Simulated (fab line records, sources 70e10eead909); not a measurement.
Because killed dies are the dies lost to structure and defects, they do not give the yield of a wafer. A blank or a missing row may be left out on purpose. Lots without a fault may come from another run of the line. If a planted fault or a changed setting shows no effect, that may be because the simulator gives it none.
The tool behind it: which one? ; flow nand-harc ; 12 lots, 34 wafers sampled, at 6 steps of a route of 1159

WHAT EACH GAUGE READ, for each wafer
NHARC_P_M0_OVL_MEAS_10: pitch 180 nm. Usual: overlay-x-nm -0.1 nm, standard deviation 0.76; overlay-y-nm -0.2 nm, standard deviation 0.92.
lot;measured;on;overlay-x-nm (nm);overlay-y-nm (nm);flag
L378;day 6 01:59;overlay-02;-0.9 -0.7 -0.3;-1.0 -0.4 -0.6;
L385;day 8 06:38;overlay-01;0.1;-1.3;
L388;day 9 01:04;overlay-01;0.2 0.1 0.5;-0.8 -1.0 0.0;
L389;day 9 01:37;overlay-01;-0.5 -0.1 -0.7;-0.4 -0.7 -1.1;
L391;day 9 19:51;overlay-01;-0.6 -0.6 -0.9;1.0 0.6 0.9;
L392;day 9 21:52;overlay-01;0.3 0.5 0.1;-1.3 -1.5 -1.2;
L394;day 10 11:13;overlay-01;-0.5 -0.7 -0.5;-1.8 -1.8 -1.6;
L395;day 10 19:10;overlay-02;-0.6 -0.2 -0.1;-0.9 -0.3 -0.8;
L396;day 10 20:10;overlay-01;-0.7 -0.8 -0.8;-0.6 -0.9 -0.7;
L397;day 11 01:44;overlay-02;0.3 1.0 0.3;-1.2 -1.4 -0.7;
L399;day 11 06:04;overlay-01;0.1 1.0 1.0;-0.3 0.4 0.1;
L398;day 11 06:22;overlay-01;-0.2 -0.7 -0.4;0.7 0.7 0.2;

NHARC_P_M1_INSPECT_11. Usual: raw-defect-count 4.0, standard deviation 2.2.
lot;measured;on;raw-defect-count;flag
L378;day 6 06:13;defect-inspect-02;3 2 5;
L385;day 8 10:44;defect-inspect-01;391 388;OFF
L388;day 9 05:13;defect-inspect-02;3 5 5;
L389;day 9 06:12;defect-inspect-01;4 5 8;
L391;day 9 23:49;defect-inspect-01;2 4 7;
L392;day 10 02:10;defect-inspect-02;7 4 8;
L394;day 10 15:14;defect-inspect-02;12 9 9;
L395;day 10 23:26;defect-inspect-02;6 1 2;
L396;day 11 00:17;defect-inspect-01;4 3 6;
L397;day 11 06:04;defect-inspect-01;5 6 2;
L399;day 11 10:28;defect-inspect-01;2 2 2;
L398;day 11 10:56;defect-inspect-01;2 3 2;

NHARC_END_SORT_01. Usual: defect-limited-yield 95.5 %, standard deviation 1.3; killed-at-array 27, standard deviation 8.8; killed-at-other 0.4, standard deviation 0.82; killed-at-periphery 3.1, standard deviation 2.1; killed-dies 31, standard deviation 8.8; killed-open 3.3, standard deviation 2; killed-short 2.0, standard deviation 1.4; sort_bin_2_pct 1.3 %, standard deviation 0.56; sort_bin_3_pct 0.25 %, standard deviation 0.21; sort_bin_4_pct 2.9 %, standard deviation 0.89; sort-n-pass 646, standard deviation 8.8; sort-rim-yield-pct 95.8 %, standard deviation 2.7; sort-yield-pct 95.5 %, standard deviation 1.3.
lot;measured;on;defect-limited-yield (%);killed-at-array;killed-at-other;killed-at-periphery;killed-dies;killed-open;killed-short;sort_bin_2_pct (%);sort_bin_3_pct (%);sort_bin_4_pct (%);sort-n-pass;sort-rim-yield-pct (%);sort-yield-pct (%);flag
L385;day 22 21:22;prober-01;87.0;10;0;78;88;1;1;4.7;2.95;5.3;589;98.1;87.0;OFF

WHICH TOOL RAN EACH LOT (tool, then ch and the chambers of the sampled wafers, then the start)
lot;NHARC_P_M0_CMP_23;NHARC_P_M0_DEP_32;NHARC_P_M1_DEGAS_29
L378;cmp-02 ch 0,1, day 6 04:05;pecvd-03 ch 0,1,2, day 6 04:52;pvd-sputter-02, day 6 07:19
L385;cmp-04 ch 3, day 8 08:47;pecvd-01 ch 0, day 8 09:27;pvd-sputter-01, day 8 19:23
L388;cmp-04 ch 0,1,2, day 9 03:13;pecvd-03 ch 1,2, day 9 03:53;pvd-sputter-02, day 9 06:17
L389;cmp-02 ch 1,2,3, day 9 04:14;pecvd-03 ch 1,2, day 9 04:53;pvd-sputter-01, day 9 07:17
L391;cmp-02 ch 0,2, day 9 21:59;pecvd-02 ch 0,2, day 9 22:37;pvd-sputter-03, day 10 00:53
L392;cmp-04 ch 0,3, day 10 00:00;pecvd-03 ch 0,2, day 10 00:40;pvd-sputter-01, day 10 03:15
L394;cmp-04 ch 2,3, day 10 13:22;pecvd-03 ch 0,1, day 10 14:00;pvd-sputter-03, day 10 16:22
L395;cmp-02 ch 0,1,3, day 10 21:18;pecvd-02 ch 0,1,2, day 10 21:56;pvd-sputter-01, day 11 00:32
L396;cmp-04 ch 1,2, day 10 22:17;pecvd-02 ch 0,1,2, day 10 22:56;pvd-sputter-02, day 11 01:29
L397;cmp-02 ch 2,3, day 11 03:53;pecvd-02 ch 0,2, day 11 04:46;pvd-sputter-01, day 11 07:13
L399;cmp-04 ch 0,1,2, day 11 08:13;pecvd-02 ch 0,1,2, day 11 09:14;pvd-sputter-01, day 11 11:36
L398;cmp-04 ch 0,1, day 11 08:36;pecvd-02 ch 0,2, day 11 09:39;pvd-sputter-02, day 11 12:04
- NHARC_P_M0_CMP_23: polishes, t overpolish 20 s, target thk 117.53 nm.
- NHARC_P_M0_DEP_32: deposits SiCN, target thk 30 nm.
- NHARC_P_M1_DEGAS_29: time 60 s.

WHAT THE TOOLS THEMSELVES READ (means of the sampled wafers that have a number; where no wafer has one, the mark that the record gives instead)
NHARC_P_M0_CMP_23. Usual: motor-current-A 11.8 A, standard deviation 0.75; time-to-endpoint-s 27.8 s, standard deviation 2.7.
lot;tool;motor-current-A (A);time-to-endpoint-s (s);flag
L378;cmp-02;11.5;28.7;
L385;cmp-04;12.5;27.4;
L388;cmp-04;11.1;27.8;
L389;cmp-02;11.5;27.1;
L391;cmp-02;11.3;31.3;
L392;cmp-04;11.9;25.8;
L394;cmp-04;11.7;26.3;
L395;cmp-02;11.8;27.2;
L396;cmp-04;10.9;25.9;
L397;cmp-02;12.3;21.6;
L399;cmp-04;11.1;27.1;
L398;cmp-04;11.0;26.4;

NHARC_P_M0_DEP_32. Usual: chamber-pressure-Torr 3.000 Torr, standard deviation 0.0067; heater-power-outer-w 310 W, standard deviation 36; heater-power-w 559 W, standard deviation 56; rf-fwd-power-W 449.0 W, standard deviation 1.4; susceptor-temp-C 369.98 C, standard deviation 0.22.
lot;tool;chamber-pressure-Torr (Torr);heater-power-outer-w (W);heater-power-w (W);rf-fwd-power-W (W);susceptor-temp-C (C);flag
L378;pecvd-03;3.001;293;527;449.3;370.03;
L385;pecvd-01;2.997;371;688;448.6;370.28;
L388;pecvd-03;2.997;343;579;449.1;370.14;
L389;pecvd-03;3.002;329;551;448.6;370.10;
L391;pecvd-02;3.005;262;501;448.6;370.08;
L392;pecvd-03;2.992;255;476;447.8;370.00;
L394;pecvd-03;3.005;331;572;448.3;369.80;
L395;pecvd-02;2.999;304;557;448.8;369.92;
L396;pecvd-02;3.003;286;526;448.7;369.93;
L397;pecvd-02;2.997;287;534;450.4;370.17;
L399;pecvd-02;3.003;275;504;448.9;369.91;
L398;pecvd-02;2.998;297;543;450.0;370.14;

NHARC_P_M1_DEGAS_29. Usual: heater-power-w 347 W, standard deviation 36; susceptor-temp-C 250.00 C, standard deviation 0.16.
lot;tool;heater-power-w (W);susceptor-temp-C (C);flag
L378;pvd-sputter-02;358;250.19;
L385;pvd-sputter-01;434;249.68;
L388;pvd-sputter-02;329;249.85;
L389;pvd-sputter-01;406;250.00;
L391;pvd-sputter-03;358;249.84;
L392;pvd-sputter-01;315;250.03;
L394;pvd-sputter-03;384;249.93;
L395;pvd-sputter-01;361;-;OFF
L396;pvd-sputter-02;358;250.07;
L397;pvd-sputter-01;381;249.83;
L399;pvd-sputter-01;339;250.06;
L398;pvd-sputter-02;356;249.81;

THE ANSWER, worked out from the rows above alone
Rule: a lot is off if the mean of its wafers that have a number lies more than 3 standard deviations from the usual mean. Also off: a lot with no number at a reading for which 4 or more lots have one. The other lots that the step has rows for count as sound. After the gauges, taken in route order, come the tools' own readings; for these a lot's mean is taken, as printed above. At the first step where some lot is off, the reading lying furthest off is the one used; lots without a number count as furthest.
Off, at NHARC_P_M1_INSPECT_11 on raw-defect-count: L385.
If a tool, at a process step before that reading, ran all the lots that are off and no sound lot after the first of them, it fits. Not tried: the gauges at NHARC_P_M1_INSPECT_11; whatever is off there is also off at NHARC_END_SORT_01, on other tools, and gauge error can't account for it. One fits: NHARC_P_M0_DEP_32 on pecvd-01. It ran no sound lot before its first lot that is off in this sample, so the start can't be narrowed down.
The tool's own readings at NHARC_P_M0_DEP_32 bear it out: on the lots that are off they differ by more than 5 times the standard deviation of the sound lots' means. heater-power-w reads 688 W there against 534 W on the sound lots.

WHAT THE SIMULATOR HAD INSERTED
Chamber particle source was pecvd-01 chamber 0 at NHARC_P_M0_DEP_32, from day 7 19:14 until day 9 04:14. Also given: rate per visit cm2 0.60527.
Lots struck among those shown: L385. The rule above reached the same finding.
